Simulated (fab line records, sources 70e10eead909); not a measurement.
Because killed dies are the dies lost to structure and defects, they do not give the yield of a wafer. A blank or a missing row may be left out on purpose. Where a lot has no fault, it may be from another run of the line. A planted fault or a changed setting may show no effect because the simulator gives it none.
One fault through the eyes of 3 desks ; flow nand_harc ; numbers are kept per desk, each desk with only its own; the story behind them comes last

## AT THE METROLOGY DESK
Lot by lot, what the gauges showed, no matter which tool ran the lot: averages of those sampled wafers that carry a number. A lot is out of limits, marked OUT, if its mean lies more than 4 standard deviations from the usual mean; the brackets give that distance.
Columns: A = cd_nm at NHARC_A_SLIT_CD_MEAS_09, usual 300.0 nm; B = overlay_x_nm at NHARC_A_SLIT_OVL_MEAS_10, usual 0.1 nm; C = overlay_y_nm at NHARC_A_SLIT_OVL_MEAS_10, usual 0.0 nm; D = cd_nm at NHARC_A_SLIT_CD_MEAS_21, usual 289.3 nm
lot;first seen here;A;B;C;D
L161;day 19 19:22;299.8;2.1;0.7;288.8
L170;day 24 02:01;300.0;0.1;-0.2;290.4
L179;day 28 00:20;300.1;0.0;-0.5;289.4
L180;day 28 00:45;299.3;-0.5;1.4;290.5
L181;day 28 08:31;300.3;-0.6;-1.0;289.3
L183;day 28 19:09;299.2;0.7;-1.3;289.6
This desk's verdict: no lot among the 6 shows anything out of limits.

## THE DEFECT DESK
Counts from the inspections along the route, per lot, as means over the sampled wafers that have a number. A lot is out of limits, marked OUT, if its mean lies more than 4 standard deviations from the usual mean; the brackets give that distance.
Columns: A = raw_defect_count at NHARC_A_SLIT_INSPECT_11, usual 52; B = raw_defect_count at NHARC_A_SIN_REMOVE_INSPECT_04, usual 363
lot;first seen here;A;B
L161;day 19 19:29;59;285
L170;day 24 02:08;48;248
L179;day 28 00:28;64;702
L180;day 28 00:52;11;583
L181;day 28 08:38;7;875 (+4.7) OUT
L183;day 28 19:16;70;684
This desk finds L181 out of limits, L181 being first, at day 28 22:35 (raw_defect_count at NHARC_A_SIN_REMOVE_INSPECT_04). L161, L170, L179, L180, L183 stayed within limits.

## FOR THE TOOL OWNER'S DESK: rie_diel-11
The tool's own readings at NHARC_A_SLIT_ETCH_24 (etches the open film in CF4/CHF3, target depth 121 nm, time 60.5 s): means of the sampled wafers that have a number, for each lot that ran on this tool. A lot is out of limits, marked OUT, if its mean lies more than 4 standard deviations from the usual mean; the brackets give that distance.
Columns: A = drypump_motor_current_A at NHARC_A_SLIT_ETCH_24, usual 5.7 A; B = oes_product_au at NHARC_A_SLIT_ETCH_24, usual 0.959 a.u.; C = rf_vpp_V at NHARC_A_SLIT_ETCH_24, usual 370.8 V; D = showerhead_plenum_p_Torr at NHARC_A_SLIT_ETCH_24, usual 1.58 Torr; E = throttle_valve_pct at NHARC_A_SLIT_ETCH_24, usual 16.803 %
lot;first seen here;A;B;C;D;E
L161;day 19 19:38;6.0;0.969;369.2;1.54;16.805
L179;day 28 00:37;5.8;0.957;369.7;1.58;16.815
L181;day 28 08:47;6.1;0.958;368.6;1.54;16.800
This desk's verdict: no lot among the 3 shows anything out of limits.

## ALL TOGETHER
The defect desk could have raised an alarm at day 28 22:35, on L181.
At the metrology desk, nothing out of limits was observed.
Nothing out of limits was seen by the tool owner's desk.
The metrology desk holds a record of L181, inside its limits.
Tool owner's desk: L181 on record, inside its limits.
Of the lots named, all ran NHARC_A_SLIT_ETCH_24 on rie_diel-11.

## WHAT WAS PUT IN BY THE SIMULATOR
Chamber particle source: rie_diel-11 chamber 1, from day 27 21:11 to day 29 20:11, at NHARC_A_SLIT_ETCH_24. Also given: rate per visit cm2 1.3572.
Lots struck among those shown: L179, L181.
Hours from the fault's start to each desk's first reading out of limits: the defect desk, 25.
